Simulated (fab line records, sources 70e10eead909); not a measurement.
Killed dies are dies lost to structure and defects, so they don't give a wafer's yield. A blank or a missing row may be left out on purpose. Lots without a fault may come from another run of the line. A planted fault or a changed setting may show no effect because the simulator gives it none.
Which tool did it? | flow nand_harc | 12 lots, 36 wafers sampled, at 3 steps of a route of 1302

WHAT THE GAUGES READ, wafer by wafer
NHARC_A_CONTACT_CD_MEAS_15.
lot  | measured     | on        | cd_nm (nm)
L075 | day 22 20:55 | cd_sem-01 | 190.2 190.5 190.4
L078 | day 23 22:08 | cd_sem-01 | 189.7 190.5 190.2
L079 | day 24 16:17 | cd_sem-02 | 189.4 189.8 189.5
L081 | day 25 02:04 | cd_sem-03 | 190.1 189.9 190.3
L082 | day 25 21:22 | cd_sem-01 | 189.2 189.5 189.4
L084 | day 26 20:52 | cd_sem-03 | 190.4 190.4 190.4
L087 | day 27 23:28 | cd_sem-01 | 188.8 188.8 188.6
L088 | day 28 22:22 | cd_sem-01 | 189.3 189.5 188.7
L091 | day 29 15:13 | cd_sem-02 | 190.8 190.5 190.1
L092 | day 30 15:02 | cd_sem-03 | 188.9 188.6 188.7
L096 | day 31 05:29 | cd_sem-03 | 189.5 189.7 189.2
L097 | day 31 16:49 | cd_sem-01 | 190.2 190.0 189.5

WHICH TOOL RAN EACH LOT (tool, then ch and the chambers of the sampled wafers, then the start)
lot  | NHARC_A_CONTACT_ETCH_126             | NHARC_A_CONTACT_ETCH_98
L075 | har_cap_etch-01 ch 1, day 22 10:35   | rie_diel-11 ch 0,2, day 22 20:55 or earlier
L078 | har_cap_etch-01 ch 0,1, day 23 13:05 | rie_diel-01 ch 0,2,3, day 23 22:08 or earlier
L079 | har_cap_etch-02 ch 0,1, day 24 06:39 | rie_diel-01 ch 0,1,2, day 24 16:17 or earlier
L081 | har_cap_etch-02 ch 0,1, day 24 16:37 | rie_diel-11 ch 0,1, day 25 02:04 or earlier
L082 | har_cap_etch-03 ch 0,1, day 25 12:21 | rie_diel-11 ch 0,1,3, day 25 21:22 or earlier
L084 | har_cap_etch-02 ch 0,1, day 26 11:43 | rie_diel-11 ch 0,1,3, day 26 20:52 or earlier
L087 | har_cap_etch-01 ch 0,1, day 27 13:27 | rie_diel-11 ch 1,2,3, day 27 23:28 or earlier
L088 | har_cap_etch-02 ch 0, day 28 08:09   | rie_diel-04 ch 0,1, day 28 22:22 or earlier
L091 | har_cap_etch-01 ch 0,1, day 29 05:05 | rie_diel-04 ch 1,2,3, day 29 15:13 or earlier
L092 | har_cap_etch-01 ch 0,1, day 30 04:11 | rie_diel-11 ch 0,1,3, day 30 15:02 or earlier
L096 | har_cap_etch-01 ch 0,1, day 30 20:20 | rie_diel-11 ch 1,2, day 31 05:29 or earlier
L097 | har_cap_etch-03 ch 0,1, day 31 07:38 | rie_diel-11 ch 0,3, day 31 16:43
- NHARC_A_CONTACT_ETCH_126: etches the open film in C4F8/O2/Ar, time 197 s, target depth 1918 nm.
- NHARC_A_CONTACT_ETCH_98: etches the open film in C4F6/O2, target depth 20 nm, time 10 s.

THE ANSWER, worked out from the rows above alone
Rule: what is usual is taken from the lots themselves. Put in order of their means at a reading, lots are off if they are a third of the lots or fewer, leave a main group of 4 or more, and stand apart from it by a gap of 3 or more times the standard deviation of the main group's means; of several such gaps the widest counts. A main group whose means are all the same, to the digits that the tables above print for the reading, isn't used. A lot without any number at a reading at which 4 lots or more have one is off too. The other lots that the step has rows for count as sound.
No lot is off at any reading shown: from this, nothing can be told.

WHAT THE SIMULATOR HAD PUT IN
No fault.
